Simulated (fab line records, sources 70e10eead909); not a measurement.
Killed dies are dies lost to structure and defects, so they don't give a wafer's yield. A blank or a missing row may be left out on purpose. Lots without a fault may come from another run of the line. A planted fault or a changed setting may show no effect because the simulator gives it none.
fab line records | flow nand_harc
record lots=24 wafers=72 last_day=34
route steps=1302 shown P_BONDPAD@352 A_SOURCE_PLATE@423 A_CHANNEL_HOLE_D1@488 A_CHANNEL_FILL_D1@496
lots that met no fault: from a run of the same line without faults
start_h: hours from the record's first day to the start of the lot's first wafer shown | wait_h: hours since the lot's step before | " the same as in the row above | L1.1+2: a row that stands for several wafers | - no value, or no start given | * or withheld: withheld | < > ~ a bound
route shown NAME@n: a module of which the file shows steps, and the number in the route of the first | usual: mean/standard deviation of fault-free wafers | same: alike in all rows | chamber/n: place in a boat | sites: the reading at each site | _std_site: their standard deviation | _edge_site: outer sites' mean less inner sites' | radius_mm: how far each site lies from the wafer's centre | mask NAME#n: copy n | behind: the tool/chamber that last shaped the wafer | hold: why the lot was held/for how many hours/how that ended | device: the transistor (n, p or np) that didn't switch | end of line: the same wafers' tests at the end of the route | a step without rows: its recipe alone | killed: dies lost to structure and defects at the first sort, not the wafer's yield | map: a wafer's dies, x killed, . not, _ none there
set.NAME: the setting as run; set.NAME@STEP: as run at that earlier step | model.NAME: the simulator's own value behind a step, which no gauge read
steps of the route over a sample of lots; a table a step, a row a wafer
services: from which hour (start_h, from the record's first day; less than 0 if before it) a tool's chamber was out of use, for how many hours, and why
## steps
# step NHARC_P_BONDPAD_CMP_32
# recipe target_thk_nm=200 material=SiCN
# usual motor_current_A=11.4/1.3
# columns lot.wafer tool chamber start_h wait_h motor_current_A
L074.1 cmp-03 1 138.03 - 10.5
L074.2 " 2 " " 11.9
L074.5 " 1 " " 11.2
L075.3 cmp-03 2 144.17 - 11.6
L075.6 " 2 " " 12.0
L075.5 " 3 " " 14.4
L076.2 cmp-03 0 154.16 - 12.5
L076.3 " 2 " " 12.5
L076.1 " 3 " " 15.1
L077.2 cmp-02 0 164.82 - 12.1
L077.3 " 1 " " 11.5
L077.6 " 2 " " 11.7
L079.4 cmp-01 3 177.81 - 11.5
L079.3 " 1 " " 11.6
L079.5 " 2 " " 10.1
L078.4 cmp-01 2 178.59 - 10.1
L078.2 " 1 " " 11.9
L078.5 " 3 " " 11.3
L080.3 cmp-03 0 201.70 - 12.9
L080.5 " 0 " " 12.8
L080.6 " 1 " " 11.3
L081.3 cmp-02 0 210.73 - 12.5
L081.1 " 2 " " 11.3
L081.4 " 3 " " 10.9
L082.1 cmp-01 2 213.03 - 10.1
L082.5 " 0 " " 9.2
L082.6 " 1 " " 11.8
L083.1 cmp-03 3 226.35 - 15.1
L083.5 " 3 " " 15.1
L083.6 " 0 " " 12.8
L084.1 cmp-03 2 241.53 - 11.3
L084.3 " 0 " " 12.1
L084.6 " 1 " " 11.4
L085.1 cmp-02 3 248.19 - 11.0
L085.3 " 1 " " 11.5
L085.5 " 0 " " 12.3
L086.4 cmp-02 1 261.50 - 11.5
L086.1 " 2 " " 11.5
L086.5 " 3 " " 11.2
L088.4 cmp-02 1 282.84 - 11.6
L088.1 " 2 " " 11.5
L088.5 " 2 " " 11.9
L087.2 cmp-01 3 283.82 - 11.3
L087.3 " 0 " " 9.1
L087.1 " 1 " " 11.5
L090.2 cmp-01 2 301.87 - 10.9
L090.3 " 3 " " 11.0
L090.1 " 0 " " 9.6
L089.3 cmp-01 2 302.75 - 10.9
L089.6 " 2 " " 11.0
L089.5 " 3 " " 10.8
L091.1 cmp-01 0 305.55 - 9.4
L091.5 " 3 " " 11.0
L091.6 " 0 " " 9.8
L092.1 cmp-01 3 312.33 - 11.1
L092.2 " 1 " " 11.9
L092.5 " 3 " " 11.2
L093.2 cmp-01 2 338.17 - 10.4
L093.4 " 3 " " 11.7
L093.6 " 2 " " 10.6
L094.4 cmp-03 0 338.99 - 12.9
L094.1 " 2 " " 11.0
L094.3 " 3 " " 15.0
L095.4 cmp-01 0 344.21 - 9.8
L095.1 " 1 " " 11.4
L095.3 " 2 " " 10.1
L096.1 cmp-01 2 356.04 - 10.7
L096.4 " 0 " " 9.4
L096.6 " 3 " " 10.9
L097.2 cmp-01 0 370.54 - 9.5
L097.1 " 3 " " 10.7
L097.5 " 1 " " 11.6
# step NHARC_P_BONDPAD_DESCUM_11
# recipe time_s=3 o2_flow_sccm=200 ar_flow_sccm=0 bias_power_w=0 chemistry=O2
# usual drypump_motor_current_A=6.10/0.3 oes_product_au=1.001/0.011 rf_vpp_V=57.7/0.87 showerhead_plenum_p_Torr=1.92/0.087 throttle_valve_pct=11.311/0.0092
# same time_s=3
# columns lot.wafer tool chamber start_h wait_h drypump_motor_current_A oes_product_au rf_hours_counter_h rf_vpp_V showerhead_plenum_p_Torr throttle_valve_pct
L074.2 rie_diel-10 0 139.10 - 6.18 0.993 2.6 58.1 1.94 11.312
L074.1 " 1 " " 6.11 0.983 2.6 57.9 1.80 11.311
L074.5 " 2 " " 5.99 0.997 - 58.2 2.00 11.300
L075.3 rie_diel-10 0 145.21 - 6.25 0.999 2.8 58.9 1.94 11.309
L075.6 " 3 " " 6.10 0.988 - 57.7 1.94 11.317
L075.5 " 0 " " 6.19 1.002 - 57.4 1.94 11.311
L076.2 rie_diel-05 3 155.06 - 6.31 1.018 4.9 58.8 1.84 11.303
L076.3 " 0 " " 5.54 0.997 5.4 58.2 2.03 11.301
L076.1 " 2 " " 6.09 1.000 4.7 56.1 1.98 11.309
L077.2 rie_diel-06 3 165.68 - 5.98 0.989 0.4 57.1 1.83 11.306
L077.3 " 0 " " 6.45 1.002 0.4 59.2 2.02 11.310
L077.6 " 2 " " 6.63 0.991 - 56.3 1.85 11.324
L079.4 rie_diel-05 1 178.83 - 5.74 0.988 7.0 57.0 1.81 11.325
L079.3 " 2 " " 6.19 1.013 5.9 58.3 1.98 11.311
L079.5 " 1 " " 5.75 0.982 - 57.5 1.81 11.308
L078.4 rie_diel-05 1 179.62 - 5.74 0.984 7.1 58.1 1.81 11.328
L078.2 " 0 " " 5.55 0.993 6.9 58.0 2.03 11.316
L078.5 " 2 " " 6.10 1.005 - 59.1 1.98 11.301
L080.3 rie_diel-10 0 202.62 - 6.20 1.006 7.5 56.9 1.94 11.329
L080.6 " 1 " " 6.10 0.989 - 58.4 1.80 11.309
L080.5 " 2 " " 6.02 1.012 - 57.6 2.00 11.318
L081.4 rie_diel-05 3 211.75 - 6.29 1.001 7.4 56.6 1.84 11.299
L081.1 " 1 " " 5.74 0.990 8.7 56.4 1.81 11.307
L081.3 " 2 " " 6.09 0.999 7.4 57.6 1.98 11.331
L082.1 rie_diel-05 2 214.03 - 6.12 1.001 7.5 58.2 1.98 11.309
L082.6 " 0 " " 5.53 1.002 - 58.3 2.03 11.319
L082.5 " 1 " " 5.73 0.998 - 56.2 1.81 11.316
L083.1 rie_diel-05 3 227.39 - 6.33 1.014 8.1 58.1 1.84 11.296
L083.5 " 3 " " 6.34 1.021 - 57.4 1.84 11.318
L083.6 " 0 " " 5.53 1.014 - 57.7 2.03 11.312
L084.1 rie_diel-06 1 242.42 - 6.20 1.008 2.2 58.7 2.01 11.329
L084.3 " 2 " " 6.63 1.017 2.1 58.1 1.85 11.306
L084.6 " 0 " " 6.46 1.001 - 58.3 2.01 11.319
L085.3 rie_diel-06 1 249.13 - 6.23 1.007 2.4 57.3 2.01 11.322
L085.1 " 2 " " 6.63 0.993 2.4 58.8 1.85 11.315
L085.5 " 1 " " 6.24 1.005 - 58.8 2.01 11.317
L086.1 rie_diel-10 2 262.49 - 5.99 1.007 0.7 59.0 2.00 11.296
L086.4 " 3 " " 6.08 0.993 0.8 57.7 1.94 11.307
L086.5 " 1 " " 6.10 0.999 - 58.7 1.80 11.327
L088.4 rie_diel-06 0 283.91 - 6.46 1.002 3.1 57.4 2.01 11.301
L088.1 " 1 " " 6.20 1.009 3.1 57.2 2.01 11.306
L088.5 " 3 " " 5.96 0.987 - 57.2 1.83 11.318
L087.3 rie_diel-10 1 284.72 - 6.08 0.988 2.8 57.2 1.80 11.288
L087.1 " 3 " " 6.10 1.008 2.5 59.9 1.94 11.316
L087.2 " 0 " " 6.20 1.015 2.4 58.5 1.94 11.315
L090.3 rie_diel-06 0 302.92 - 6.48 1.008 3.5 57.3 2.01 11.323
L090.2 " 1 " " 6.21 1.015 3.6 57.6 2.01 11.308
L090.1 " 2 " " 6.62 1.010 3.5 55.5 1.85 11.326
L089.3 rie_diel-06 0 303.81 - 6.46 1.015 3.6 59.0 2.01 11.302
L089.6 " 2 " " 6.63 1.000 - 57.5 1.85 11.323
L089.5 " 3 " " 5.97 0.995 - 57.9 1.83 11.298
L091.1 rie_diel-10 3 306.47 - 6.09 0.996 4.8 56.6 1.94 11.322
L091.5 " 1 " " 6.13 0.985 - 57.6 1.80 11.312
L091.6 " 2 " " 5.98 1.003 - 58.3 2.00 11.320
L092.1 rie_diel-10 3 313.37 - 6.09 0.995 5.6 56.9 1.94 11.297
L092.2 " 1 " " 6.08 0.999 5.5 57.5 1.80 11.309
L092.5 " 2 " " 5.95 0.995 - 58.5 2.00 11.316
L093.4 rie_diel-06 1 339.08 - 6.20 0.996 0.8 57.4 2.01 11.322
L093.2 " 0 " " 6.44 1.010 0.8 58.1 2.01 11.319
L093.6 " 2 " " 6.64 1.023 - 56.2 1.85 11.308
L094.3 rie_diel-05 3 340.02 - 6.29 1.010 6.2 57.1 1.84 11.300
L094.4 " 1 " " 5.71 1.009 5.8 57.0 1.81 11.327
L094.1 " 2 " " 6.10 1.026 6.4 59.3 1.98 11.303
L095.1 rie_diel-06 0 345.23 - 6.46 1.014 0.9 57.7 2.01 11.297
L095.3 " 2 " " 6.65 1.017 0.9 55.9 1.85 11.301
L095.4 " 3 " " 5.97 0.993 0.3 58.1 1.83 11.327
L096.1 rie_diel-05 3 357.08 - 6.32 1.004 7.1 58.2 1.84 11.301
L096.4 " 2 " " 6.13 1.003 6.8 58.5 1.98 11.304
L096.6 " 3 " " 6.32 1.010 - 58.7 1.84 11.319
L097.2 rie_diel-10 2 371.58 - 5.99 1.002 10.6 57.6 2.00 11.310
L097.1 " 0 " " 6.22 1.014 8.8 59.2 1.93 11.305
L097.5 " 1 " " 6.09 0.994 - 57.3 1.80 11.313
# step NHARC_P_BONDPAD_STRIP_15
# recipe o2_flow_sccm=500 ar_flow_sccm=0 bias_w=0 chemistry=O2
# usual drypump_motor_current_A=6.1/0.3 oes_product_au=1.004/0.012 rf_vpp_V=57.9/0.84 showerhead_plenum_p_Torr=3.54/0.15 throttle_valve_pct=17.037/0.0094
# columns lot.wafer tool chamber start_h wait_h drypump_motor_current_A oes_product_au rf_hours_counter_h rf_vpp_V showerhead_plenum_p_Torr throttle_valve_pct
L074.1 rie_diel-06 0 139.47 0.1 6.4 0.998 0.0 59.5 3.70 17.044
L074.2 " 3 " " 6.0 0.987 0.0 57.6 3.38 17.051
L074.5 " 0 " " 6.5 0.998 - 59.4 3.70 17.036
L075.3 rie_diel-05 3 145.63 0.1 6.3 1.020 4.3 57.4 3.41 17.038
L075.6 " 1 " " 5.7 0.989 - 58.4 3.36 17.044
L075.5 " 3 " " 6.3 1.035 - 57.0 3.41 17.046
L076.2 rie_diel-10 3 155.45 0.1 6.1 0.987 3.7 57.2 3.57 17.039
L076.1 " 0 " " 6.2 1.008 3.9 58.4 3.57 17.024
L076.3 " 1 " " 6.1 0.998 4.0 58.0 3.33 17.040
L077.3 rie_diel-05 1 166.09 0.1 5.8 0.986 6.1 58.3 3.36 17.010
L077.2 " 2 " " 6.1 1.006 5.3 56.7 3.64 17.027
L077.6 " 3 " " 6.3 1.020 - 58.2 3.41 17.022
L079.3 rie_diel-06 0 179.25 0.1 6.5 1.006 0.6 58.7 3.70 17.043
L079.4 " 1 " " 6.2 0.997 - 58.8 3.70 17.028
L079.5 " 0 " " 6.5 1.011 - 58.7 3.70 17.026
L078.4 rie_diel-10 1 180.01 0.1 6.1 1.001 5.9 57.6 3.33 17.047
L078.2 " 0 " " 6.2 0.992 6.1 56.7 3.57 17.036
L078.5 " 1 " " 6.1 0.996 - 57.8 3.33 17.055
L080.3 rie_diel-06 3 203.04 0.1 6.0 0.997 0.9 57.8 3.38 17.054
L080.6 " 0 " " 6.5 0.989 - 58.5 3.70 17.030
L080.5 " 1 " " 6.2 0.999 - 58.4 3.70 17.038
L081.3 rie_diel-10 0 212.14 0.1 6.2 0.990 8.9 58.3 3.57 17.042
L081.1 " 1 " " 6.1 0.988 8.0 55.4 3.33 17.035
L081.4 " 2 " " 6.0 1.011 7.8 58.2 3.68 17.039
L082.1 rie_diel-05 2 214.45 0.1 6.1 1.001 7.6 57.9 3.64 17.035
L082.6 " 3 " " 6.3 1.026 - 57.3 3.40 17.030
L082.5 " 0 " " 5.5 0.995 - 57.3 3.73 17.048
L083.1 rie_diel-06 0 227.77 0.1 6.5 0.993 1.5 58.4 3.70 17.033
L083.5 " 0 " " 6.5 0.989 - 58.3 3.70 17.036
L083.6 " 1 " " 6.2 1.002 - 56.7 3.70 17.026
L084.1 rie_diel-06 3 242.81 0.1 6.0 0.969 2.0 56.1 3.38 17.035
L084.3 " 1 " " 6.2 1.004 2.3 58.7 3.70 17.038
L084.6 " 2 " " 6.7 1.006 - 59.4 3.42 17.016
L085.3 rie_diel-06 0 249.53 0.1 6.5 1.013 2.3 57.9 3.70 17.045
L085.1 " 2 " " 6.6 1.017 2.5 55.5 3.42 17.037
L085.5 " 0 " " 6.5 1.021 - 59.1 3.70 17.017
L086.4 rie_diel-06 1 262.87 0.1 6.2 1.013 2.6 59.1 3.70 17.029
L086.1 " 2 " " 6.7 1.015 2.6 56.8 3.42 17.034
L086.5 " 1 " " 6.2 1.020 - 57.9 3.70 17.048
L088.1 rie_diel-06 3 284.29 0.1 5.9 0.999 3.1 57.0 3.38 17.019
L088.4 " 1 " " 6.2 1.015 3.2 58.7 3.70 17.030
L088.5 " 2 " " 6.7 1.017 - 58.4 3.42 17.043
L087.2 rie_diel-05 2 285.12 0.1 6.2 1.019 3.8 57.7 3.64 17.039
L087.3 " 3 " " 6.3 1.019 3.5 57.9 3.40 17.038
L087.1 " 1 " " 5.8 1.003 3.4 57.3 3.36 17.036
L090.1 rie_diel-05 2 303.30 0.1 6.1 1.011 4.7 57.5 3.64 17.022
L090.2 " 3 " " 6.3 1.010 4.7 56.7 3.40 17.029
L090.3 " 0 " " 5.5 0.987 4.4 59.2 3.73 17.047
L089.3 rie_diel-05 3 304.23 0.1 6.3 1.036 4.8 57.9 3.40 17.035
L089.5 " 0 " " 5.5 0.998 - 59.3 3.73 17.026
L089.6 " 1 " " 5.7 1.004 - 57.7 3.35 17.044
L091.1 rie_diel-06 3 306.89 0.1 6.0 0.998 3.7 57.1 3.38 17.033
L091.6 " 0 " " 6.5 1.002 - 58.6 3.70 17.055
L091.5 " 1 " " 6.2 1.019 - 58.1 3.70 17.024
L092.2 rie_diel-05 0 313.75 0.1 5.5 0.987 4.7 57.1 3.73 17.037
L092.1 " 1 " " 5.7 1.010 4.8 57.7 3.35 17.051
L092.5 " 0 " " 5.6 0.988 - 58.1 3.73 17.047
L093.4 rie_diel-10 2 339.48 0.1 6.0 1.014 8.8 57.7 3.67 17.028
L093.2 " 3 " " 6.1 1.001 8.1 57.3 3.57 17.031
L093.6 " 2 " " 6.0 1.020 - 58.3 3.67 17.035
L094.4 rie_diel-10 0 340.42 0.1 6.2 1.006 7.2 59.6 3.57 17.029
L094.1 " 1 " " 6.1 0.999 7.9 58.7 3.33 17.022
L094.3 " 3 " " 6.2 0.999 8.1 57.9 3.57 17.061
L095.1 rie_diel-06 3 345.62 0.1 6.0 0.999 0.4 59.1 3.38 17.025
L095.3 " 0 " " 6.4 1.012 0.9 58.7 3.70 17.047
L095.4 " 1 " " 6.2 0.988 0.9 59.1 3.70 17.045
L096.1 rie_diel-10 0 357.47 0.1 6.2 1.004 7.6 57.8 3.57 17.031
L096.4 " 2 " " 6.0 0.992 9.2 59.3 3.67 17.034
L096.6 " 1 " " 6.1 0.982 - 56.0 3.33 17.032
L097.1 rie_diel-05 2 371.96 0.1 6.1 1.012 7.6 58.3 3.64 17.033
L097.2 " 0 " " 5.5 0.989 7.9 59.2 3.73 17.042
L097.5 " 3 " " 6.3 1.014 - 59.0 3.40 17.033
# step NHARC_A_SOURCE_PLATE_INSPECT_08
# usual raw_defect_count=59/26
# columns lot.wafer tool chamber start_h wait_h raw_defect_count
L074.1 defect_inspect-01 - 165.77 0.0 53
L074.2 " - " " 34
L074.5 " - " " 60
L075.3 defect_inspect-02 - 170.68 0.0 91
L075.5 " - " " 83
L075.6 " - " " 117
L076.1 defect_inspect-02 - 180.58 0.0 39
L076.2 " - " " 93
L076.3 " - " " 44
L077.2 defect_inspect-02 - 190.44 0.0 57
L077.3 " - " " 92
L077.6 " - " " 58
L078.2 defect_inspect-01 - 204.83 0.0 76
L078.4 " - " " 52
L078.5 " - " " 35
L079.3 defect_inspect-02 - 204.83 0.0 37
L079.4 " - " " 34
L079.5 " - " " 63
L080.3 defect_inspect-01 - 228.96 0.0 55
L080.5 " - " " 33
L080.6 " - " " 41
L081.1 defect_inspect-02 - 238.09 0.0 35
L081.3 " - " " 72
L081.4 " - " " 66
L082.1 defect_inspect-01 - 238.11 0.0 115
L082.5 " - " " 95
L082.6 " - " " 64
L083.1 defect_inspect-02 - 254.21 0.0 54
L083.5 " - " " 46
L083.6 " - " " 42
L084.1 defect_inspect-02 - 271.62 0.0 51
L084.3 " - " " 30
L084.6 " - " " 63
L085.1 defect_inspect-02 - 277.36 0.0 45
L085.3 " - " " 61
L085.5 " - " " 61
L086.1 defect_inspect-02 - 287.75 0.0 59
L086.4 " - " " 42
L086.5 " - " " 35
L088.1 defect_inspect-02 - 309.14 0.0 90
L088.4 " - " " 52
L088.5 " - " " 38
L087.1 defect_inspect-01 - 309.14 0.0 39
L087.2 " - " " 56
L087.3 " - " " 94
L090.1 defect_inspect-01 - 327.95 0.0 59
L090.2 " - " " 49
L090.3 " - " " 76
L089.3 defect_inspect-02 - 327.95 0.0 67
L089.5 " - " " 77
L089.6 " - " " 65
L091.1 defect_inspect-02 - 331.59 0.0 80
L091.5 " - " " 78
L091.6 " - " " 79
L092.1 defect_inspect-02 - 339.63 0.0 33
L092.2 " - " " 84
L092.5 " - " " 69
L094.1 defect_inspect-01 - 364.30 0.0 81
L094.3 " - " " 29
L094.4 " - " " 57
L093.2 defect_inspect-02 - 364.30 0.0 42
L093.4 " - " " 43
L093.6 " - " " 34
L095.1 defect_inspect-02 - 372.88 0.0 93
L095.3 " - " " 84
L095.4 " - " " 71
L096.1 defect_inspect-02 - 381.98 0.0 53
L096.4 " - " " 49
L096.6 " - " " 49
L097.1 defect_inspect-02 - 398.64 0.0 55
L097.2 " - " " 61
L097.5 " - " " 57
# step NHARC_A_CHANNEL_HOLE_D1_XSEM_31
# recipe landing_energy_ev=35000
# usual bot_cd_nm=74.7/1.6 bow_nm=8.59/0.23 tilt_deg=0.09/0.035
# columns lot.wafer tool chamber start_h wait_h bot_cd_nm bow_nm tilt_deg
L074.1 xsem-01 0 190.42 0.1 75.1 8.88 0.09
L074.2 " 0 " " 75.3 9.03 0.09
L074.5 " 0 " " 74.4 8.95 0.09
L075.3 xsem-02 0 194.17 0.1 75.9 9.06 0.11
L075.5 " 0 " " 73.5 9.02 0.11
L075.6 " 0 " " 72.7 9.08 0.11
L076.1 xsem-01 0 205.02 0.1 75.4 8.85 0.15
L076.2 " 0 " " 75.6 8.91 0.15
L076.3 " 0 " " 75.7 8.86 0.15
L077.2 xsem-02 0 217.89 0.1 72.9 8.20 0.05
L077.3 " 0 " " 74.8 8.10 0.05
L077.6 " 0 " " 75.2 8.20 0.05
L078.2 xsem-02 0 231.15 0.1 77.2 8.86 0.07
L078.4 " 0 " " 76.9 8.88 0.07
L078.5 " 0 " " 75.7 8.83 0.07
L079.3 xsem-01 0 231.47 0.1 75.8 8.37 0.10
L079.4 " 0 " " 75.8 8.27 0.10
L079.5 " 0 " " 77.5 8.33 0.10
L080.3 xsem-02 0 252.35 0.1 75.6 8.61 0.07
L080.5 " 0 " " 76.8 8.58 0.07
L080.6 " 0 " " 75.0 8.54 0.07
L082.1 xsem-01 0 264.92 0.1 76.4 8.51 0.06
L082.5 " 0 " " 76.0 8.60 0.06
L082.6 " 0 " " 77.1 8.60 0.06
L081.1 xsem-02 0 270.29 0.1 74.2 8.60 0.12
L081.3 " 0 " " 76.2 8.68 0.11
L081.4 " 0 " " 71.1 8.74 0.11
L083.1 xsem-02 0 281.56 0.1 75.1 8.30 0.11
L083.5 " 0 " " 72.4 8.26 0.11
L083.6 " 0 " " 73.1 8.28 0.11
L084.1 xsem-02 0 296.54 0.1 75.5 8.70 0.03
L084.3 " 0 " " 75.9 8.64 0.03
L084.6 " 0 " " 72.1 8.58 0.03
L085.1 xsem-01 0 301.02 0.1 73.7 8.35 0.05
L085.3 " 0 " " 71.7 8.34 0.05
L085.5 " 0 " " 72.0 8.34 0.05
L086.1 xsem-02 0 314.51 0.1 74.6 8.62 0.08
L086.4 " 0 " " 72.9 8.71 0.08
L086.5 " 0 " " 74.5 8.74 0.08
L087.1 xsem-01 0 334.16 0.1 76.9 8.70 0.12
L087.2 " 0 " " 73.7 8.72 0.12
L087.3 " 0 " " 76.0 8.71 0.11
L088.1 xsem-02 0 335.20 0.1 77.7 8.78 0.07
L088.4 " 0 " " 76.4 8.69 0.07
L088.5 " 0 " " 76.2 8.69 0.07
L089.3 xsem-01 0 352.59 0.1 75.0 8.60 0.09
L089.5 " 0 " " 75.2 8.51 0.08
L089.6 " 0 " " 73.4 8.65 0.08
L090.1 xsem-02 0 353.08 0.1 75.5 8.31 0.16
L090.2 " 0 " " 76.8 8.40 0.16
L090.3 " 0 " " 75.4 8.35 0.16
L091.1 xsem-01 0 356.48 0.1 71.8 8.45 0.12
L091.5 " 0 " " 71.1 8.44 0.12
L091.6 " 0 " " 72.3 8.48 0.12
L092.1 xsem-02 0 362.83 0.1 76.0 8.46 0.07
L092.2 " 0 " " 75.5 8.42 0.07
L092.5 " 0 " " 76.3 8.51 0.07
L093.2 xsem-01 0 392.35 0.1 76.5 8.91 0.11
L093.4 " 0 " " 75.1 8.90 0.11
L093.6 " 0 " " 74.2 8.97 0.11
L094.1 xsem-02 0 396.40 0.1 75.4 8.50 0.04
L094.3 " 0 " " 75.7 8.47 0.04
L094.4 " 0 " " 75.4 8.47 0.04
L095.1 xsem-01 0 400.59 0.1 76.5 8.60 0.10
L095.3 " 0 " " 73.6 8.63 0.10
L095.4 " 0 " " 76.1 8.65 0.10
L096.1 xsem-01 0 405.07 0.1 74.9 8.51 0.05
L096.4 " 0 " " 73.3 8.55 0.05
L096.6 " 0 " " 76.6 8.47 0.05
L097.1 xsem-02 0 424.15 0.1 71.8 8.36 0.03
L097.2 " 0 " " 74.6 8.26 0.03
L097.5 " 0 " " 75.2 8.34 0.03
# step NHARC_A_CHANNEL_FILL_D1_ALD_16
# recipe target_thk_a=15 pulse_time_s=10 ald_cycles=15 temp_c=300 material=SiO2
# usual heater_power_w=468/49 precursor_pulse_height_rel=0.998/0.019
# columns lot.wafer tool chamber start_h wait_h heater_power_w precursor_pulse_height_rel
L074.2 ald_hk-02 1 202.95 0.1 514 1.002
L074.1 " 3 " " 469 0.995
L074.5 " 1 " " 518 1.007
L075.3 ald_hk-02 2 208.38 0.1 474 1.029
L075.5 " 1 " " 506 1.006
L075.6 " 2 " " 479 1.005
L076.3 ald_hk-02 0 217.49 0.0 420 0.975
L076.2 " 1 " " 492 0.994
L076.1 " 3 " " 475 1.015
L077.3 ald_hk-01 2 231.23 0.9 554 0.982
L077.2 " 0 " " 419 0.997
L077.6 " 1 " " 407 1.005
L078.4 ald_hk-02 3 243.66 0.0 485 1.032
L078.2 " 1 " " 512 1.001
L078.5 " 3 " " 466 1.007
L079.3 ald_hk-03 3 243.66 0.0 401 0.992
L079.4 " 1 " " 502 0.966
L079.5 " 3 " " 397 0.982
L080.3 ald_hk-02 1 265.52 0.8 507 1.004
L080.5 " 1 " " 506 0.957
L080.6 " 2 " " 474 1.019
L082.1 ald_hk-03 3 277.86 0.1 404 1.046
L082.5 " 2 " " 557 1.012
L082.6 " 3 " " 400 0.962
L081.4 ald_hk-03 2 283.50 0.0 550 0.997
L081.3 " 3 " " 413 1.010
L081.1 " 0 " " 468 0.994
L083.1 ald_hk-02 0 295.29 1.2 432 1.005
L083.6 " 1 " " 507 0.982
L083.5 " 2 " " 485 1.023
L084.1 ald_hk-03 3 309.58 0.1 401 1.001
L084.3 " 0 " " 479 0.999
L084.6 " 2 " " 552 0.963
L085.1 ald_hk-01 0 313.54 0.1 410 1.018
L085.3 " 1 " " 434 1.002
L085.5 " 2 " " 568 1.007
L086.4 ald_hk-01 0 327.07 0.1 418 0.998
L086.1 " 2 " " 555 1.003
L086.5 " 0 " " 421 0.964
L087.1 ald_hk-01 0 347.62 1.0 429 0.991
L087.2 " 2 " " 551 1.015
L087.3 " 3 " " 461 1.011
L088.1 ald_hk-03 1 347.79 1.2 492 0.988
L088.4 " 2 " " 561 0.970
L088.5 " 0 " " 479 1.019
L090.1 ald_hk-03 3 365.15 0.0 407 1.014
L090.2 " 0 " " 490 0.997
L090.3 " 1 " " 491 0.952
L089.3 ald_hk-02 0 365.20 0.1 408 1.024
L089.6 " 2 " " 482 0.999
L089.5 " 3 " " 443 1.021
L091.1 ald_hk-02 1 371.73 0.1 474 0.978
L091.5 " 3 " " 438 0.974
L091.6 " 0 " " 412 1.003
L092.1 ald_hk-03 1 375.33 0.1 490 1.013
L092.2 " 2 " " 550 1.010
L092.5 " 0 " " 478 0.996
L093.2 ald_hk-02 1 404.98 0.0 485 0.966
L093.4 " 0 " " 410 1.005
L093.6 " 1 " " 490 0.994
L094.1 ald_hk-01 3 408.79 0.0 449 1.019
L094.4 " 1 " " 434 1.011
L094.3 " 2 " " 552 0.983
L095.3 ald_hk-03 1 413.06 0.0 492 1.014
L095.1 " 2 " " 545 0.974
L095.4 " 3 " " 388 1.007
L096.1 ald_hk-02 2 417.56 0.1 482 1.008
L096.4 " 0 " " 404 0.990
L096.6 " 2 " " 458 1.006
L097.1 ald_hk-01 0 436.84 0.3 423 1.004
L097.2 " 1 " " 435 1.037
L097.5 " 2 " " 561 1.014
## services
# columns tool chamber start_h hours kind
rie_diel-06 - 130.20 9.0 pm
rie_diel-05 2 138.54 8.7 repair
rie_diel-06 2 149.13 10.1 repair
ald_hk-02 - 175.62 10.0 pm
rie_diel-06 3 175.96 3.9 repair
cmp-01 - 193.68 4.0 pm
rie_diel-05 - 202.53 1.9 repair
ald_hk-03 - 222.52 10.0 pm
rie_diel-05 - 229.60 9.0 pm
rie_diel-10 - 242.50 9.0 pm
cmp-01 - 291.68 4.0 pm
rie_diel-06 - 307.20 9.0 pm
rie_diel-05 - 314.50 1.0 repair
rie_diel-06 3 320.09 13.9 repair
rie_diel-05 1 325.77 4.3 repair
rie_diel-05 2 343.85 10.0 repair
rie_diel-10 1 344.52 9.5 repair
rie_diel-06 1 347.05 3.9 repair
xsem-01 - 374.00 14.0 pm
cmp-01 - 389.66 4.3 repair
rie_diel-05 3 396.44 1.7 repair
rie_diel-06 1 402.46 1.3 repair
rie_diel-05 - 406.60 9.0 pm
rie_diel-10 - 419.50 9.0 pm
## key
fault none
